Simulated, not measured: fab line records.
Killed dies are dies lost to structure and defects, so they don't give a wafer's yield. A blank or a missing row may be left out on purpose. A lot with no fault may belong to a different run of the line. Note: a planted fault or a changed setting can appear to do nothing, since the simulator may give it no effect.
Matching of chambers + flow n5 finfet + rie diel-03 running N5_BEOL_M0_SAQP_STRIP_86: 4 sister chambers
The step strips in N2/H2. 4 wafers are shown with their chamber, then 12 later ones without.

## WAFERS PAIRED WITH THEIR CHAMBERS
| wafer  | chamber | showerhead plenum p Torr (Torr) |
|--------|---------|---------------------------------|
| L092.3 | 1       | 3.40                            |
| L092.5 | 0       | 3.18                            |
| L093.3 | 3       | 3.27                            |
| L093.6 | 2       | 3.52                            |

## WAFERS WITHOUT THEIR CHAMBER
| wafer  | showerhead plenum p Torr (Torr) |
|--------|---------------------------------|
| L094.2 | 3.39                            |
| L094.3 | 3.52                            |
| L094.5 | 3.52                            |
| L095.3 | 3.39                            |
| L095.4 | 3.39                            |
| L095.5 | 3.27                            |
| L096.3 | 3.52                            |
| L096.4 | 3.39                            |
| L096.5 | 3.58                            |
| L097.1 | 3.39                            |
| L097.2 | 3.26                            |
| L097.3 | 3.58                            |

## CHAMBER TAKEN BY EACH
| wafer  | from the rows above | in truth                   |
|--------|---------------------|----------------------------|
| L094.2 | 1                   | 1                          |
| L094.3 | 2                   | 2                          |
| L094.5 | 2                   | 2                          |
| L095.3 | 1                   | 1                          |
| L095.4 | 1                   | 1                          |
| L095.5 | 3                   | 3                          |
| L096.3 | 2                   | 2                          |
| L096.4 | 1                   | 1                          |
| L096.5 | 2                   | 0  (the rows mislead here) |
| L097.1 | 1                   | 1                          |
| L097.2 | 3                   | 3                          |
| L097.3 | 2                   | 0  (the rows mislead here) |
Placed correctly: 10 of 12. From these rows, 0 cannot be placed. 2 placed wrongly.
How it was worked out, from the rows above alone: a wafer's distance from a chamber is the root of the sum, over the readings, of the square of ((its reading less the chamber's mean) divided by the reading's scatter). If the next closest chamber is less than 2 further off than the closest, the wafer can't be placed; otherwise it belongs to the closest. A chamber's mean is the mean of its shown wafers. The scatter (one wafer shown for each chamber): square how far every hidden wafer sits from the nearest shown wafer, average those squares and take the square root.
